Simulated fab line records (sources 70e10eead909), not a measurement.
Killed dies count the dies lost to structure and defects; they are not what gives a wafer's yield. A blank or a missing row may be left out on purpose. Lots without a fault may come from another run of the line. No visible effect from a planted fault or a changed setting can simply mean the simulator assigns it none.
Which tool is to blame? || flow nand-harc || 6 lots with 18 wafers sampled at 3 steps, on a route of 1302 steps

## WHAT THE GAUGES READ, wafer by wafer
NHARC_A_DECK1_JOINT_THK_MEAS_17: measures by ellipsometry.
{"lot": "L329", "measured": "day 13 18:38", "on": "film-metro-02", "thk-nm (nm)": "45.1 47.5 46.9"}
{"lot": "L337", "measured": "day 16 21:01", "on": "film-metro-01", "thk-nm (nm)": "42.9 33.4 47.4"}
{"lot": "L340", "measured": "day 18 09:50", "on": "film-metro-02", "thk-nm (nm)": "45.2 45.1 42.8"}
{"lot": "L345", "measured": "day 20 12:50", "on": "film-metro-01", "thk-nm (nm)": "45.1 45.7 44.6"}
{"lot": "L347", "measured": "day 21 01:25", "on": "film-metro-01", "thk-nm (nm)": "45.2 42.0 42.3"}
{"lot": "L349", "measured": "day 21 21:47", "on": "film-metro-02", "thk-nm (nm)": "45.9 44.0 46.5"}

## EACH LOT AND THE TOOL THAT RAN IT (in order: tool; ch and the chambers of the sampled wafers; start)
{"lot": "L329", "NHARC_A_CHANNEL_FILL_D1_ETCHBACK_08": "rie-diel-03 ch 0,1, day 13 18:21 or earlier", "NHARC_A_DECK1_JOINT_DEP_16": "pecvd-02 ch 0,2, day 13 18:21"}
{"lot": "L337", "NHARC_A_CHANNEL_FILL_D1_ETCHBACK_08": "rie-diel-07 ch 0,1, day 16 20:46 or earlier", "NHARC_A_DECK1_JOINT_DEP_16": "pecvd-02 ch 0,1, day 16 20:46"}
{"lot": "L340", "NHARC_A_CHANNEL_FILL_D1_ETCHBACK_08": "rie-diel-13 ch 2,3, day 18 09:33 or earlier", "NHARC_A_DECK1_JOINT_DEP_16": "pecvd-01 ch 0,1, day 18 09:33"}
{"lot": "L345", "NHARC_A_CHANNEL_FILL_D1_ETCHBACK_08": "rie-diel-07 ch 0,1,3, day 20 12:35 or earlier", "NHARC_A_DECK1_JOINT_DEP_16": "pecvd-02 ch 0,1,2, day 20 12:35"}
{"lot": "L347", "NHARC_A_CHANNEL_FILL_D1_ETCHBACK_08": "rie-diel-03 ch 2,3, day 21 01:10 or earlier", "NHARC_A_DECK1_JOINT_DEP_16": "pecvd-04 ch 0,2, day 21 01:10"}
{"lot": "L349", "NHARC_A_CHANNEL_FILL_D1_ETCHBACK_08": "rie-diel-03 ch 2,3, day 21 21:31 or earlier", "NHARC_A_DECK1_JOINT_DEP_16": "pecvd-02 ch 0,1, day 21 21:31"}
- NHARC_A_CHANNEL_FILL_D1_ETCHBACK_08: etches the open film in C4F8, target depth 220 nm, time 110 s.
- NHARC_A_DECK1_JOINT_DEP_16: deposits SiO2, target thk 45 nm.

## THE ANSWER, worked out from the rows above alone
Rule: the usual values come from the lots themselves. The widest of any qualifying gaps counts: lots, ordered by their means at a reading, are off when they make up no more than a third of the lots, leave a main group of 4 or more, and stand apart from it by 3 or more times the standard deviation of that group's means. The tables above print the reading to a certain number of digits; a main group whose means all agree to those digits is not used. Also off: a lot with no number at a reading for which 4 or more lots have one. Where the step has rows for the other lots, those lots are counted as sound.
No lot is off on any of the readings shown, so nothing can be concluded from this.

## WHAT HAD BEEN PUT IN BY THE SIMULATOR
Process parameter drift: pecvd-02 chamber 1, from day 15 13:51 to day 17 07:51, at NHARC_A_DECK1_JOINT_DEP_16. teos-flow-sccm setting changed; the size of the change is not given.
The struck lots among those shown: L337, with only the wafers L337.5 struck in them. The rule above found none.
